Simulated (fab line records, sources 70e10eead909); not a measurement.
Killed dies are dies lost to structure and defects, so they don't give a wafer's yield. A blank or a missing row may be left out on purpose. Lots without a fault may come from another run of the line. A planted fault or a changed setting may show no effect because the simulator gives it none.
Chamber matching | flow nand_harc | NHARC_P_ZERO_WELL_DESCUM_26 on rie_diel-06: 4 sister chambers
The step chemistry O2, time 3 s. 14 wafers are shown with their chamber, then 7 later ones without.

WAFERS WITH THEIR CHAMBER
wafer  | chamber | drypump_motor_current_A (A) | rf_vpp_V (V) | oes_product_au (a.u.)
L075.3 | 3       | 5.0                         | 59.2         | 0.995
L075.4 | 0       | 5.9                         | 58.9         | 1.001
L075.5 | 3       | 5.0                         | 57.5         | 0.988
L078.3 | 1       | 6.2                         | 56.8         | 0.988
L078.4 | 0       | 5.9                         | 58.2         | 0.996
L078.5 | 2       | 5.6                         | 59.0         | 1.003
L080.1 | 3       | 5.0                         | 58.6         | 0.993
L080.5 | 2       | 5.6                         | 57.6         | 0.999
L080.6 | 3       | 5.0                         | 57.4         | 0.983
L085.1 | 3       | 5.0                         | 58.4         | 0.991
L085.5 | 1       | 6.1                         | 56.8         | 0.998
L085.6 | 3       | 5.0                         | 57.6         | 0.990
L089.2 | 3       | 5.0                         | 57.7         | 0.993
L089.3 | 2       | 5.6                         | 58.2         | 0.998

SIGNATURES (means of the wafers above)
reading                 | chamber 0 | chamber 1 | chamber 2 | chamber 3 | scatter within a chamber
drypump_motor_current_A | 5.900     | 6.150     | 5.600     | 5.000     | 0.0224
rf_vpp_V                | 58.550    | 56.800    | 58.267    | 58.057    | 0.635
oes_product_au          | 0.99850   | 0.99300   | 1.00000   | 0.99043   | 0.00415
Rule: a wafer's distance from a chamber is the root of the sum, over the readings, of the square of ((its reading less the chamber's mean) divided by the reading's scatter). The wafer belongs to the nearest chamber; if the next one is less than 2 further off, it can't be placed. The scatter: the root of (the sum of the squares of (reading less its chamber's mean) over the shown wafers, divided by (wafers less chambers)).

WAFERS WITHOUT THEIR CHAMBER
wafer  | drypump_motor_current_A (A) | rf_vpp_V (V) | oes_product_au (a.u.)
L089.5 | 5.6                         | 59.0         | 1.000
L094.1 | 5.9                         | 57.5         | 0.982
L094.3 | 5.6                         | 59.1         | 0.991
L094.5 | 5.6                         | 58.6         | 0.992
L097.2 | 5.0                         | 57.7         | 1.001
L097.3 | 6.0                         | 60.3         | 0.992
L097.5 | 5.0                         | 57.9         | 1.001

WHICH CHAMBER EACH WENT THROUGH
wafer  | from the rows above | in truth
L089.5 | 2                   | 2
L094.1 | 0                   | 0
L094.3 | 2                   | 2
L094.5 | 2                   | 2
L097.2 | 3                   | 3
L097.3 | 0                   | 0
L097.5 | 3                   | 3
Placed correctly: 7 of 7. Can't be placed from these rows: 0. Placed wrongly: 0.
